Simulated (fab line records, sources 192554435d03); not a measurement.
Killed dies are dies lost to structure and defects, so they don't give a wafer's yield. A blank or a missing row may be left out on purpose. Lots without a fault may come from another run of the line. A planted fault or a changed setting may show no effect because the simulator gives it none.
Chamber matching | flow n5_finfet | N5_GATE_CUT_CMP_43 on cmp-02: 4 sister chambers
The step polishes SiO2. 22 wafers are shown with their chamber, then 11 later ones without.

WAFERS WITH THEIR CHAMBER
wafer  | chamber | motor_current_A (A) | retaining_ring_pressure_frac | slurry_flow_ml_min
L074.1 | 0       | 11.9                | 1.005                        | 149.6
L074.2 | 2       | 11.1                | 1.001                        | 149.5
L074.3 | 1       | 13.5                | 0.990                        | 149.3
L077.1 | 3       | 13.1                | 1.007                        | 149.7
L077.5 | 1       | 13.6                | 0.991                        | 150.0
L077.6 | 0       | 11.9                | 1.004                        | 149.7
L081.1 | 0       | 11.7                | 0.993                        | 150.6
L081.2 | 3       | 13.4                | 1.004                        | 150.1
L081.6 | 2       | 11.1                | 0.993                        | 150.1
L083.1 | 3       | 13.4                | 1.006                        | 150.4
L083.3 | 0       | 12.4                | 1.007                        | 149.4
L083.5 | 0       | 12.0                | 1.003                        | 150.1
L084.1 | 3       | 12.5                | 1.005                        | 150.2
L084.3 | 2       | 10.9                | 0.990                        | 151.2
L084.6 | 1       | 13.3                | 0.999                        | 149.9
L087.3 | 1       | 12.3                | 0.999                        | 149.2
L087.5 | 1       | 13.5                | 0.991                        | 150.5
L087.6 | 0       | 11.8                | 1.008                        | 150.8
L091.1 | 2       | 10.9                | 0.999                        | 150.0
L091.5 | 2       | 11.6                | 1.006                        | 149.9
L091.6 | 3       | 12.8                | 0.998                        | 149.9
L090.1 | 2       | 11.7                | 0.999                        | 149.9

SIGNATURES (means of the wafers above)
reading                      | chamber 0 | chamber 1 | chamber 2 | chamber 3 | scatter within a chamber
motor_current_A              | 11.950    | 13.240    | 11.217    | 13.040    | 0.385
retaining_ring_pressure_frac | 1.00333   | 0.99400   | 0.99800   | 1.00400   | 0.00496
slurry_flow_ml_min           | 150.033   | 149.780   | 150.100   | 150.060   | 0.512
Rule: a wafer's distance from a chamber is the root of the sum, over the readings, of the square of ((its reading less the chamber's mean) divided by the reading's scatter). The wafer belongs to the nearest chamber; if the next one is less than 2 further off, it can't be placed. The scatter: the root of (the sum of the squares of (reading less its chamber's mean) over the shown wafers, divided by (wafers less chambers)).

WAFERS WITHOUT THEIR CHAMBER
wafer  | motor_current_A (A) | retaining_ring_pressure_frac | slurry_flow_ml_min
L090.3 | 12.9                | 1.005                        | 149.3
L090.5 | 10.9                | 1.006                        | 149.7
L093.1 | 13.2                | 1.006                        | 149.3
L093.2 | 12.8                | 0.999                        | 149.4
L093.4 | 11.5                | 0.992                        | 150.4
L094.2 | 13.0                | 0.991                        | 149.4
L094.4 | 12.6                | 0.996                        | 150.3
L094.6 | 13.1                | 1.004                        | 150.5
L096.2 | 12.9                | 0.994                        | 149.3
L096.4 | 12.7                | 1.003                        | 150.9
L096.6 | 12.6                | 0.997                        | 149.5

WHICH CHAMBER EACH WENT THROUGH
wafer  | from the rows above               | in truth
L090.3 | can't be placed: 3 or 1 or 0      | 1
L090.5 | can't be placed: 2 or 0           | 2
L093.1 | can't be placed: 3 or 1 or 0      | 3
L093.2 | can't be placed: 1 or 3 or 0      | 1
L093.4 | can't be placed: 2 or 0           | 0
L094.2 | can't be placed: 1 or 3           | 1
L094.4 | can't be placed: 1 or 3 or 0 or 2 | 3
L094.6 | can't be placed: 3 or 1           | 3
L096.2 | can't be placed: 1 or 3           | 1
L096.4 | can't be placed: 3 or 0 or 1      | 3
L096.6 | can't be placed: 1 or 3 or 0 or 2 | 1
Placed correctly: 0 of 11. Can't be placed from these rows: 11 (the true chamber is among the candidates in 11). Placed wrongly: 0.
